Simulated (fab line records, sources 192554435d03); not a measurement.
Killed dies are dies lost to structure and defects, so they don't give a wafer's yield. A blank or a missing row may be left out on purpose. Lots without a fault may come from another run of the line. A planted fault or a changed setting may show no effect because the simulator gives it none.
Chamber matching | flow n5_finfet | N5_BEOL_M6_CURE_75 on uv_cure-02: 3 sister chambers
The step cures SiCOH lowk, time 120 s. 3 wafers are shown with their chamber, then 7 later ones without.

WAFERS WITH THEIR CHAMBER
wafer  | chamber | wafer_temp_C_max
L351.5 | 0       | 372.1
L352.6 | 1       | 371.8
L356.3 | 2       | 371.7

WAFERS WITHOUT THEIR CHAMBER
wafer  | wafer_temp_C_max
L356.6 | 371.8
L359.1 | 371.4
L359.2 | 371.4
L359.6 | 371.4
L364.2 | 370.8
L364.5 | 371.4
L364.6 | 371.6

WHICH CHAMBER EACH WENT THROUGH
wafer  | from the rows above          | in truth
L356.6 | can't be placed: 1 or 2 or 0 | 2
L359.1 | can't be placed: 2 or 1 or 0 | 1
L359.2 | can't be placed: 2 or 1 or 0 | 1
L359.6 | can't be placed: 2 or 1 or 0 | 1
L364.2 | can't be placed: 2 or 1 or 0 | 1
L364.5 | can't be placed: 2 or 1 or 0 | 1
L364.6 | can't be placed: 2 or 1 or 0 | 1
Placed correctly: 0 of 7. Can't be placed from these rows: 7 (the true chamber is among the candidates in 7). Placed wrongly: 0.
How it was worked out, from the rows above alone: a wafer's distance from a chamber is the root of the sum, over the readings, of the square of ((its reading less the chamber's mean) divided by the reading's scatter). The wafer belongs to the nearest chamber; if the next one is less than 2 further off, it can't be placed. A chamber's mean is the mean of its shown wafers. The scatter: with one shown wafer a chamber, the root of the mean of the squares of how far each hidden wafer lies from its nearest shown one.
